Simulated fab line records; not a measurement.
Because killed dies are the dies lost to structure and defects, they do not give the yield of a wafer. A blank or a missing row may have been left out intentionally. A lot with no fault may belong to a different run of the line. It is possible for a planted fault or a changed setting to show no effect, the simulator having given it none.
Comparing a struck lot with a sound one / flow n5_finfet / 15 out of 1938 route steps
Sound: wafers L315.2, L315.4, L315.5. Struck: wafers L327.3, L327.6. (L327.4 of the same lot was not struck and is left out.) The cause comes at the end.
Order at every step that has rows: each side's tool, ch and its chambers, its first start. Under that, the readings that differ: sound wafers / struck wafers / difference of the means / sigmas: that difference in standard deviations of wafers without a fault.
alike: a reading whose means differ by less than 2 such deviations, as well as words and numbers matching on both sides. not compared: withheld readings; readings where some wafer has no value; bounds like >300 that might hide an equal value; numbers whose values overlap and for which the record gives no deviation.
The two part at a step that has a row with sigmas, a row that says differs or no value, or rows on one side only. Non-overlapping numbers with no deviation appear without sigmas and do not part them. A reading missing from all wafers of one side parts the sides only when that side holds two or more wafers.

first, 8 steps without rows for these wafers: N5_MIM_TOP_LITHO_HMDS_01 (time 60 s); N5_MIM_TOP_LITHO_COAT_02; N5_MIM_TOP_LITHO_EBR_04; N5_MIM_TOP_LITHO_SOFTBAKE_03 (time 90 s); N5_MIM_TOP_LITHO_EXPOSE_05 (exposes mask MIM TOP, target cd 2000 nm); N5_MIM_TOP_LITHO_PEB_06; N5_MIM_TOP_LITHO_DEVELOP_07 (develop time 60 s); N5_MIM_TOP_LITHO_HARDBAKE_09 (time 120 s).
N5_MIM_TOP_LITHO_CD_MEAS_08: target cd 2000 nm.
  sound on cd_sem-01 ch 0, day 12 15:46; struck on cd_sem-01 ch 0, day 17 01:36
  alike: cd_nm
N5_MIM_TOP_LITHO_OVL_MEAS_11:
  sound on overlay-01 ch 0, day 12 15:48; struck on overlay-01 ch 0, day 17 01:38
  alike: MIM_TOP_OVL
N5_MIM_TOP_LITHO_INSPECT_12: inspects for defects (macro).
  sound on defect_inspect-02 at day 12 15:50; struck on defect_inspect-01 at day 17 01:39
  alike: raw_defect_count
N5_MIM_TOP_LITHO_DESCUM_10: chemistry O2, time 7.9 s.
  sound on rie_diel-03 ch 0,1,3, day 12 15:52; struck on rie_diel-01 ch 2,3, day 17 01:41
  alike: drypump_motor_current_A, oes_product_au, rf_vpp_V, showerhead_plenum_p_Torr, temp_c, throttle_valve_pct
  not compared: rf_hours_counter_h
N5_MIM_TOP_ETCH_ETCH_00: etches TiN in Cl2/BCl3, target depth 38.5 nm.
  sound on rie_metal-03 ch 0,1, day 12 15:57; struck on rie_metal-03 ch 0, day 17 01:49
reading=bias_w (W); sound=126.6 125.9 126.0; struck=146.5 146.4; difference=+20.3; sigmas=+56
reading=model.etch.depth_nm (nm); sound=39.23 38.03 38.97; struck=40.56 40.64; difference=+1.86; sigmas=
reading=model.MIM_TOP_ETCH.feature_depth_nm (nm); sound=39.2 38 39; struck=40.6 40.6; difference=+1.9; sigmas=
  alike: drypump_motor_current_A, mfc_ar_sccm, oes_product_au, throttle_valve_pct
  not compared: rf_hours_counter_h
N5_MIM_TOP_ETCH_STRIP_01: strips in O2.
  sound on rie_diel-04 ch 0,1,2, day 12 16:05; struck on rie_diel-06 ch 1,2, day 17 01:55
  alike: drypump_motor_current_A, oes_product_au, rf_vpp_V, showerhead_plenum_p_Torr, temp_c, throttle_valve_pct
  not compared: rf_hours_counter_h
N5_PASSIVATION_PROBE_49:
  the record holds rows for the sound wafers here (prober-01, day 13 03:21) but none for the struck ones

WHERE THEY PART
At N5_MIM_TOP_ETCH_ETCH_00 first; at N5_PASSIVATION_PROBE_49 last (within this record only).

WHY: the cause the simulator had injected
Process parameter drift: rie_metal-03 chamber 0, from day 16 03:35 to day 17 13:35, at N5_MIM_TOP_ETCH_ETCH_00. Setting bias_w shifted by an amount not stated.
